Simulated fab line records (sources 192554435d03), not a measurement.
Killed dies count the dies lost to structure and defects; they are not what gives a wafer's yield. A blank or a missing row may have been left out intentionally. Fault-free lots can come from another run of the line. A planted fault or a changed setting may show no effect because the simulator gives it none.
Which tool did it? -- flow n5 finfet -- Sampling: 24 lots, 72 wafers, 5 of 1938 route steps

WHAT EACH GAUGE READ, for each wafer
N5_BEOL_M12_RS_MEAS_54: uses a four-point probe to measure.
lot,measured,on,M12_RS (ohm/sq)
L074,day 10 13:12,film metro-01,0.0607 0.0599 0.0620
L076,day 11 00:28,film metro-02,0.0591 0.0605 0.0596
L075,day 11 16:05,film metro-01,0.0606 0.0596 0.0613
L077,day 11 23:05,film metro-01,0.0605 0.0605 0.0607
L078,day 12 11:22,film metro-02,0.0599 0.0611 0.0598
L079,day 12 17:49,film metro-01,0.0597 0.0603 0.0603
L080,day 12 23:05,film metro-02,0.0600 0.0604 0.0599
L083,day 13 10:55,film metro-01,0.0590 0.0587 0.0581
L081,day 13 18:04,film metro-01,0.0620 0.0614 0.0621
L082,day 13 19:19,film metro-01,0.0593 0.0587 0.0600
L084,day 14 00:58,film metro-01,0.0617 0.0626 0.0606
L085,day 14 12:55,film metro-01,0.0595 0.0597 0.0589
L086,day 14 17:37,film metro-02,0.0595 0.0599 0.0604
L089,day 14 17:41,film metro-01,0.0618 0.0592 0.0619
L087,day 14 22:38,film metro-02,0.0605 0.0607 0.0622
L088,day 15 02:09,film metro-01,0.0601 0.0605 0.0606
L090,day 15 06:47,film metro-02,0.0606 0.0605 0.0606
L092,day 15 15:10,film metro-02,0.0604 0.0597 0.0601
L093,day 15 15:34,film metro-01,0.0616 0.0591 0.0604
L091,day 15 21:16,film metro-01,0.0607 0.0606 0.0602
L094,day 16 18:20,film metro-02,0.0605 0.0595 0.0615
L095,day 16 18:22,film metro-01,0.0603 0.0592 0.0610
L097,day 17 10:11,film metro-02,0.0601 0.0598 0.0598
L096,day 17 20:37,film metro-01,0.0613 0.0606 0.0594

N5_BEOL_M13_CD_MEAS_10 targets a cd of 190 nm.
lot,measured,on,cd nm (nm)
L074,day 10 13:54,cd sem-02,191.1 191.5 190.9
L076,day 11 00:59,cd sem-02,188.8 189.5 190.7
L075,day 11 16:44,cd sem-01,187.9 188.4 188.1
L077,day 11 23:36,cd sem-02,190.2 188.9 190.7
L078,day 12 11:53,cd sem-02,189.8 189.3 189.8
L079,day 12 18:20,cd sem-01,190.6 188.6 189.2
L080,day 12 23:36,cd sem-02,189.7 189.7 189.6
L083,day 13 11:34,cd sem-01,188.7 188.8 188.0
L081,day 13 18:35,cd sem-01,188.8 188.3 188.8
L082,day 13 19:50,cd sem-01,189.1 189.5 188.9
L084,day 14 01:36,cd sem-02,187.7 187.8 188.1
L085,day 14 13:26,cd sem-01,188.9 188.5 188.7
L086,day 14 18:15,cd sem-03,189.1 189.1 189.6
L089,day 14 18:17,cd sem-01,189.8 189.2 190.2
L087,day 14 23:10,cd sem-01,190.2 189.0 190.1
L088,day 15 02:48,cd sem-01,190.9 191.3 190.8
L090,day 15 07:18,cd sem-01,189.5 190.1 190.2
L092,day 15 15:41,cd sem-01,189.0 189.1 189.1
L093,day 15 16:13,cd sem-03,189.4 190.7 190.1
L091,day 15 22:00,cd sem-03,188.3 188.2 189.2
L094,day 16 18:59,cd sem-02,187.7 187.7 187.3
L095,day 16 19:08,cd sem-01,190.0 189.0 189.7
L097,day 17 10:43,cd sem-03,189.7 190.6 190.6
L096,day 17 21:16,cd sem-01,189.1 188.5 189.1

WHAT TOOL EACH LOT RAN ON (gives the tool, then ch and the chambers of the sampled wafers, and finally the start)
lot,N5_BEOL_M12_DESCUM_33,N5_BEOL_M12_PRE_CLEAN_42,N5_BEOL_M13_ILD_DEP_00
L074,"rie diel-02 ch 0,1,3, day 10 08:24","pvd sputter-02, day 10 11:59","pecvd-02 ch 0,1, day 10 13:16"
L076,"rie diel-01 ch 1,2,3, day 10 19:01","pvd sputter-03, day 10 23:11","pecvd-01 ch 1,2, day 11 00:32"
L075,"rie diel-04 ch 0,3, day 11 12:53","pvd sputter-03, day 11 14:55","pecvd-01 ch 0,1,2, day 11 16:13"
L077,"rie diel-01 ch 1,2,3, day 11 20:11","pvd sputter-02, day 11 21:46","pecvd-02 ch 0,1,2, day 11 23:12"
L078,"rie diel-02 ch 1,2,3, day 12 05:56","pvd sputter-03, day 12 09:38","pecvd-03 ch 0,1, day 12 11:26"
L079,"rie diel-04 ch 1,2, day 12 14:59","pvd sputter-02, day 12 16:38","pecvd-01 ch 0,1, day 12 17:52"
L080,"rie diel-01 ch 0,3, day 12 20:36","pvd sputter-03, day 12 21:55","pecvd-02 ch 0,1,2, day 12 23:09"
L083,"rie diel-04 ch 0,2, day 13 03:47","pvd sputter-02, day 13 09:38","pecvd-01 ch 1,2, day 13 10:59"
L081,"rie diel-02 ch 2,3, day 13 13:40","pvd sputter-02, day 13 16:17","pecvd-02 ch 0,1, day 13 18:08"
L082,"rie diel-01 ch 0,1,3, day 13 14:40","pvd sputter-03, day 13 18:08","pecvd-01 ch 1,2, day 13 19:23"
L084,"rie diel-02 ch 1,2,3, day 13 22:02","pvd sputter-01, day 13 23:38","pecvd-03 ch 0,2, day 14 01:01"
L085,"rie diel-04 ch 1,2,3, day 14 08:24","pvd sputter-01, day 14 10:37","pecvd-03 ch 0,1,2, day 14 12:58"
L086,"rie diel-04 ch 0,1,3, day 14 15:04","pvd sputter-03, day 14 16:26","pecvd-02 ch 0,1,2, day 14 17:44"
L089,"rie diel-02 ch 0,3, day 14 15:17","pvd sputter-02, day 14 16:28","pecvd-03 ch 1,2, day 14 17:45"
L087,"rie diel-02 ch 1,2,3, day 14 18:16","pvd sputter-03, day 14 21:28","pecvd-01 ch 0,1,2, day 14 22:42"
L088,"rie diel-01 ch 1,2, day 14 23:31","pvd sputter-02, day 15 00:58","pecvd-03 ch 1,2, day 15 02:13"
L090,"rie diel-01 ch 0,2,3, day 15 04:22","pvd sputter-03, day 15 05:36","pecvd-02 ch 0,1,2, day 15 06:50"
L092,"rie diel-04 ch 0,1,3, day 15 09:34","pvd sputter-02, day 15 13:59","pecvd-02 ch 1,2, day 15 15:14"
L093,"rie diel-02 ch 0,1,3, day 15 09:55","pvd sputter-03, day 15 14:23","pecvd-01 ch 1,2, day 15 15:37"
L091,"rie diel-04 ch 0,1,3, day 15 18:14","pvd sputter-02, day 15 20:05","pecvd-01 ch 0,1,2, day 15 21:25"
L094,"rie diel-02 ch 0,1,2, day 16 13:44","pvd sputter-03, day 16 17:10","pecvd-03 ch 0,1,2, day 16 18:24"
L095,"rie diel-02 ch 0,2, day 16 15:34","pvd sputter-02, day 16 17:11","pecvd-01 ch 0,1,2, day 16 18:26"
L097,"rie diel-01 ch 0,2,3, day 17 06:30","pvd sputter-01, day 17 08:49","pecvd-01 ch 0,1,2, day 17 10:16"
L096,"rie diel-01 ch 0,3, day 17 16:34","pvd sputter-03, day 17 19:24","pecvd-01 ch 0,1,2, day 17 20:44"
- N5_BEOL_M12_DESCUM_33: chemistry O2, time 7.9 s.
- N5_BEOL_M12_PRE_CLEAN_42: time 30 s.
- N5_BEOL_M13_ILD_DEP_00: deposits SiOC from DEMS/O2, target thk 837.92 nm, time 166.4 s.

WHAT THE TOOLS THEMSELVES READ (means of the sampled wafers that have a number; where no wafer has one, the mark that the record gives instead)
N5_BEOL_M12_DESCUM_33.
lot,tool,chamber pressure mTorr (mTorr),drypump motor current A (A),oes product au (a.u.),rf vpp V (V),showerhead plenum p Torr (Torr),throttle valve pct (%)
L074,rie diel-02,20.000,5.2,0.74,244.2,2.14,20.63
L076,rie diel-01,20.005,5.9,0.79,243.5,2.13,20.35
L075,rie diel-04,20.017,5.7,0.74,243.5,2.08,20.60
L077,rie diel-01,19.998,5.9,0.79,243.7,2.13,20.36
L078,rie diel-02,19.988,5.1,0.74,243.0,2.11,20.49
L079,rie diel-04,20.010,5.4,0.84,242.7,2.07,20.43
L080,rie diel-01,19.988,5.4,0.83,243.9,2.14,20.25
L083,rie diel-04,20.019,5.5,0.87,243.9,2.10,20.43
L081,rie diel-02,19.981,5.2,0.69,244.8,2.12,20.40
L082,rie diel-01,20.003,5.6,0.88,243.5,2.12,20.22
L084,rie diel-02,19.976,5.1,0.72,242.8,2.10,20.50
L085,rie diel-04,20.002,5.5,0.82,243.5,2.08,20.49
L086,rie diel-04,19.998,5.6,0.85,242.8,2.07,20.40
L089,rie diel-02,20.001,5.3,0.76,244.4,2.14,20.45
L087,rie diel-02,19.979,5.1,0.72,243.4,2.10,20.53
L088,rie diel-01,19.997,6.0,0.89,243.2,2.16,20.19
L090,rie diel-01,20.011,5.7,0.81,243.0,2.14,20.32
L092,rie diel-04,20.015,5.6,0.84,243.4,2.06,20.42
L093,rie diel-02,19.987,5.1,0.78,243.6,2.12,20.57
L091,rie diel-04,19.994,5.6,0.84,242.9,2.06,20.43
L094,rie diel-02,20.015,5.3,0.77,243.5,2.09,20.62
L095,rie diel-02,19.997,5.6,0.74,241.7,2.08,20.52
L097,rie diel-01,20.020,5.7,0.79,244.0,2.13,20.35
L096,rie diel-01,20.007,5.4,0.79,243.7,2.13,20.31

N5_BEOL_M12_PRE_CLEAN_42.
lot,tool,heater power w (W)
L074,pvd sputter-02,345
L076,pvd sputter-03,331
L075,pvd sputter-03,346
L077,pvd sputter-02,344
L078,pvd sputter-03,345
L079,pvd sputter-02,335
L080,pvd sputter-03,358
L083,pvd sputter-02,277
L081,pvd sputter-02,275
L082,pvd sputter-03,345
L084,pvd sputter-01,333
L085,pvd sputter-01,309
L086,pvd sputter-03,334
L089,pvd sputter-02,345
L087,pvd sputter-03,331
L088,pvd sputter-02,275
L090,pvd sputter-03,338
L092,pvd sputter-02,309
L093,pvd sputter-03,342
L091,pvd sputter-02,342
L094,pvd sputter-03,341
L095,pvd sputter-02,342
L097,pvd sputter-01,329
L096,pvd sputter-03,332

N5_BEOL_M13_ILD_DEP_00.
lot,tool,heater power w (W),showerhead plenum p Torr (Torr),throttle valve pct (%)
L074,pecvd-02,426,5.694,11.7
L076,pecvd-01,388,5.694,12.0
L075,pecvd-01,416,5.690,11.8
L077,pecvd-02,429,5.676,11.8
L078,pecvd-03,474,5.696,12.6
L079,pecvd-01,395,5.691,11.9
L080,pecvd-02,409,5.685,11.7
L083,pecvd-01,367,5.695,12.1
L081,pecvd-02,403,5.694,11.9
L082,pecvd-01,400,5.698,12.1
L084,pecvd-03,455,5.695,12.6
L085,pecvd-03,509,5.688,12.5
L086,pecvd-02,393,5.679,11.9
L089,pecvd-03,525,5.693,12.2
L087,pecvd-01,403,5.687,11.8
L088,pecvd-03,584,5.691,11.9
L090,pecvd-02,394,5.696,12.0
L092,pecvd-02,401,5.678,11.8
L093,pecvd-01,395,5.692,12.3
L091,pecvd-01,417,5.685,11.8
L094,pecvd-03,507,5.703,12.5
L095,pecvd-01,417,5.685,11.7
L097,pecvd-01,403,5.692,11.8
L096,pecvd-01,417,5.694,11.9

THE ANSWER, worked out from the rows above alone
Rule: what is usual is taken from the lots themselves. Put in order of their means at a reading, lots are off if they are a third of the lots or fewer, leave a main group of 4 or more, and stand apart from it by a gap of 3 or more times the standard deviation of the main group's means; of several such gaps the widest counts. A main group whose means are all the same, to the digits that the tables above print for the reading, isn't used. Also off: a lot with no number at a reading for which 4 or more lots have one. Where the step has rows for the other lots, those lots are counted as sound. The gauges are gone through in route order, then the tools' own readings, and for those a lot's mean is taken as printed above. At the first step where some lot is off, the reading lying furthest off is the one used; lots without a number count as furthest.
None of the lots is off at any reading shown; this tells nothing.

WHAT THE SIMULATOR PUT IN
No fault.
